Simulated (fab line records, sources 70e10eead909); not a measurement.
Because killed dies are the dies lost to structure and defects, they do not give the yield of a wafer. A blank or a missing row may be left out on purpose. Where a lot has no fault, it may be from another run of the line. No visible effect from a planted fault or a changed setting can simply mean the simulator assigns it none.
Matching of chambers	flow nand-harc	3 sister chambers for NHARC_A_STAIRCASE_DEP_325 on pecvd-04
The step deposits SiO2, target thk 7200 nm. 3 wafers are shown with their chamber, then 7 later ones without.

WAFERS, EACH WITH ITS CHAMBER
wafer	chamber	heater-power-w (W)
L084.3	1	898
L084.5	0	619
L087.5	2	573

WAFERS WITHOUT THEIR CHAMBER
wafer	heater-power-w (W)
L087.6	625
L093.1	719
L093.2	789
L093.4	574
L094.2	689
L094.4	765
L094.5	597

WHICH CHAMBER EACH WENT THROUGH
wafer	from the rows above	in truth
L087.6	can't be placed: 0 or 2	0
L093.1	can't be placed: 0 or 2 or 1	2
L093.2	can't be placed: 1 or 0 or 2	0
L093.4	can't be placed: 2 or 0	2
L094.2	can't be placed: 0 or 2 or 1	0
L094.4	can't be placed: 1 or 0 or 2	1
L094.5	can't be placed: 0 or 2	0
Correct placement for 0 of the 7. Can't be placed from these rows: 7 (the true chamber is among the candidates in 7). Wrongly placed: 0.
How it was worked out, from the rows above alone: a wafer's distance from a chamber is the root of the sum, over the readings, of the square of ((its reading less the chamber's mean) divided by the reading's scatter). If the next closest chamber is less than 2 further off than the closest, the wafer can't be placed; otherwise it belongs to the closest. The mean given for a chamber averages the wafers shown for that chamber. The scatter: with one shown wafer a chamber, the root of the mean of the squares of how far each hidden wafer lies from its nearest shown one.
